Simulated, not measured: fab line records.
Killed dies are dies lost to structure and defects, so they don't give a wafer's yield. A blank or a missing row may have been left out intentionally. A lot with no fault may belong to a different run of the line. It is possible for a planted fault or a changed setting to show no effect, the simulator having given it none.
A lot that was struck, set against a sound lot    flow n5 finfet    15 out of 1938 route steps
Sound: these wafers, L225.1, L225.4, L225.5. Wafers struck: L238.2, L238.4. At the end, the cause is stated.
Order at every step that has rows: each side's tool, ch and its chambers, its first start. Under that, the readings that differ: sound wafers    struck wafers    difference of the means    sigmas: that difference in standard deviations of wafers without a fault.
alike: readings with means less than 2 such deviations apart, plus words and numbers identical on both sides. not compared: withheld readings, readings lacking a value on some wafer, bounds such as >300 that could conceal the same value, and numbers that have no deviation in the record and whose values overlap.
Wherever a step has rows on one side only, a row that says differs or no value, or a row with sigmas, the two part there. Numbers that have no deviation but don't overlap get no sigmas and don't part them. A reading missing from all wafers of one side parts the sides only when that side holds two or more wafers.

first, 7 steps without rows for these wafers: N5_BEOL_M6_COAT_71 (time 60 s, resist thk 5 nm); N5_BEOL_M6_COAT_22 (resist thk 30 nm); N5_BEOL_M6_EBR_24; N5_BEOL_M6_SOFTBAKE_23 (time 60 s); N5_BEOL_M6_EXPOSE_25 (exposes mask V5, target cd 40 nm); N5_BEOL_M6_PEB_26 (peb time 60 s); N5_BEOL_M6_DEVELOP_27 (develop time 30 s).
N5_BEOL_M6_CD_MEAS_28: the cd target is 40 nm.
  sound on cd sem-02 ch 0, day 10 09:36; struck on cd sem-02 ch 0, day 12 23:37
  alike: cd nm
N5_BEOL_M6_OVL_MEAS_29:
  sound on overlay-02 ch 0, day 10 09:38; struck on overlay-01 ch 0, day 12 23:38
  alike: V5_OVL
N5_BEOL_M6_INSPECT_30: inspects for defects (brightfield).
  struck on defect inspect-01, day 12 23:41; sound on defect inspect-02, day 10 09:41
  alike: raw defect count
N5_BEOL_M6_DESCUM_33: chemistry O2, time 7 s.
  sound on rie diel-01 ch 0,1,2, day 10 10:06; struck on rie diel-01 ch 0,2, day 13 00:14
  alike: drypump motor current A, oes product au, rf vpp V, showerhead plenum p Torr, throttle valve pct
  not compared: rf hours counter h
N5_BEOL_M6_ETCH_72: etches underlayer in N2/H2, target depth 6.5 nm, time 5.2 s.
  sound on rie diel-01 ch 0,1,2, day 10 10:08; struck on rie diel-01 ch 0,2, day 13 00:16
  alike: drypump motor current A, etch rf on time s, oes product au, rf vpp V, showerhead plenum p Torr, throttle valve pct
  not compared: rf hours counter h
N5_BEOL_M6_ETCH_65: etches SiARC in CF4, target depth 15.6 nm, time 26 s.
  sound on rie diel-01 ch 0,1,2, day 10 10:09; struck on rie diel-01 ch 0,2, day 13 00:17
reading                sound           struck     difference  sigmas
etch rf on time s (s)  25.6 25.4 25.1  17.5 17.8  -7.7        -22
oes product au (a.u.)  0.72 0.70 0.78  0.93 0.88  +0.17       +3
  alike: drypump motor current A, rf vpp V, showerhead plenum p Torr, throttle valve pct
  not compared: rf hours counter h
N5_BEOL_M6_ETCH_66: etches SOC in N2/H2, target depth 80 nm, overetch 16 nm, time 120 s.
  sound on rie diel-01 ch 0,1,2, day 10 10:11; struck on rie diel-01 ch 0,2, day 13 00:19
  alike: drypump motor current A, oes product au, rf vpp V, showerhead plenum p Torr, throttle valve pct
  not compared: rf hours counter h
N5_PASSIVATION_PROBE_49:
  rows exist in the record for the sound wafers here (prober-02, day 14 02:38), none for the struck ones

== WHERE THEY PART ==
Earliest at N5_BEOL_M6_ETCH_65; latest, in this record, at N5_PASSIVATION_PROBE_49.

WHY: what had been put in by the simulator
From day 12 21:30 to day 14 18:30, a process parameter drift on rie diel-01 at N5_BEOL_M6_ETCH_65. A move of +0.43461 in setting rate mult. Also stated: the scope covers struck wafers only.
